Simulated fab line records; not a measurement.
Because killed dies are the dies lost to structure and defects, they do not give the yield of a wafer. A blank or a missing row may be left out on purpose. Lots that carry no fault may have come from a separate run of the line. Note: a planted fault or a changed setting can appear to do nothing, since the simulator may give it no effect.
Lot-split experiment	flow n5Finfet	on a route of 1938 steps: 7 lots, 21 wafers read

## THE SPLIT ITSELF
At N5_ZERO_LAYER_COAT_05 (resist thk 1000 nm), the setting spinRpm was moved away from the recipe's 1500 rpm on 5 of the 21 wafers read, by -5.3% to +10.0%. For the rest of the wafers, this setting stayed at what the recipe calls for.

## FROM THE SPLIT TO THE READING: what the file shows between them, 7 steps
- N5_ZERO_LAYER_EXPOSE_08: exposes mask ZERO, defocus 0 nm, target cd 2000 nm (also split here: doseMj)
- N5_ZERO_LAYER_PEB_09
- N5_ZERO_LAYER_DEVELOP_10: develop time 60 s
- N5_ZERO_LAYER_HARDBAKE_23: time 120 s
- N5_ZERO_LAYER_CD_MEAS_11: target cd 2000 nm
- N5_ZERO_LAYER_DESCUM_16: chemistry O2, time 7.9 s
- N5_ZERO_LAYER_ETCH_17: etches SiO2 in CF4, target depth 12 nm, time 13.3 s

## THE READING
coat_of_ZERO_LAYER_COAT_05.thkNm (the simulator's own value, which no gauge read), in nm, at N5_ZERO_LAYER_ETCH_18 (etches Si in HBr/Cl2, target depth 120 nm, time 40 s). There is no usual value for it anywhere in the file. Across the 16 wafers here that went through the recipe, the average is 931.2 nm and the standard deviation 3.1 nm.

wafer	tool, chamber at the split	spinRpm as run, rpm	against the recipe	coat_of_ZERO_LAYER_COAT_05.thkNm, nm	against lot-mates on the recipe
L076.2	lithoTrack-03, 0	1500	recipe	926.9	-
L076.4	lithoTrack-03, 0	1500	recipe	929.9	-
L076.5	lithoTrack-03, 0	1570	+4.7%	906.2	-22.2
L083.3	lithoTrack-05, 0	1500	recipe	935	-
L083.4	lithoTrack-05, 0	1500	recipe	929.9	-
L083.5	lithoTrack-05, 0	1500	recipe	927.6	-
L085.3	lithoTrack-05, 0	1500	recipe	930.3	-
L085.5	lithoTrack-05, 0	1500	recipe	930.3	-
L085.4	lithoTrack-05, 0	1500	recipe	933.9	-
L086.1	lithoTrack-05, 0	1500	recipe	935.6	-
L086.3	lithoTrack-05, 0	1500	recipe	932.6	-
L086.5	lithoTrack-05, 0	1500	recipe	934.7	-
L088.2	lithoTrack-03, 0	1650	+10.0%	883.2	-46.6
L088.3	lithoTrack-03, 0	1650	+10.0%	882.7	-47.1
L088.6	lithoTrack-03, 0	1500	recipe	929.8	-
L089.1	lithoTrack-01, 0	1420	-5.3%	962.7	+25.7
L089.3	lithoTrack-01, 0	1420	-5.3%	963.7	+26.7
L089.4	lithoTrack-01, 0	1500	recipe	937	-
L095.2	lithoTrack-05, 0	1500	recipe	928.9	-
L095.3	lithoTrack-05, 0	1500	recipe	926.5	-
L095.5	lithoTrack-05, 0	1500	recipe	930.8	-

FIT RESULTS
A straight line over all 21 wafers: coat_of_ZERO_LAYER_COAT_05.thkNm changes by -5.14 nm for each +1% of spinRpm; r = -0.99; the points scatter about the line by 3.3 nm.
The same after taking each lot's own level away (the mean of its wafers on the recipe; 21 wafers): -4.74 nm for each +1%; r = -1.00; scatter 1.8 nm.
Per that fit: largest spinRpm move, reading shift of 47 nm.
From 928.40 to 937.00 nm: that is the span of the lots' own levels, equal to 2.8 times the standard deviation above.
So the lot-to-lot level changes the slope little: the two slopes agree.
Check: for one of the wafers moved furthest among these (+10.0%), held out of the fit, the line's prediction against its lot-mates is -47.7 nm. It came out at -46.6 nm against them.

## OTHER SPLITS APPLIED TO THESE WAFERS
Other splits were also applied to these wafers ahead of the reading. Each is held against what the fit with the lots' levels taken away leaves over:
other split on the same wafers	wafers away from the commonest value	r with coat_of_ZERO_LAYER_COAT_05.thkNm (lot level and that fit taken away)
N5_ZERO_LAYER_EXPOSE_08 doseMj	5	+0.01

## THE WHOLE CHAIN: every reading that the file lists as answering this split, in the file's order
step	what it does	reading	change (the file's fit)	r (the file's)
N5_ZERO_LAYER_COAT_05	resist thk 1000 nm	coat_of_ZERO_LAYER_COAT_05.thkNm (the simulator's own value, which no gauge read)	-4.83 nm for each +1% of the setting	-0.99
N5_ZERO_LAYER_ETCH_18	etches Si in HBr/Cl2, target depth 120 nm, time 40 s	coat_of_ZERO_LAYER_COAT_05.thkNm (the simulator's own value, which no gauge read)	-4.74 nm for each +1% of the setting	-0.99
N5_ZERO_LAYER_STRIP_24	strips in O2	stripTimeToEndpointS	withheld for each +1% of the setting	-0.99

## FILE'S OWN FIT
coat_of_ZERO_LAYER_COAT_05.thkNm changes by -4.74 nm for each +1% of spinRpm, r = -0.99.
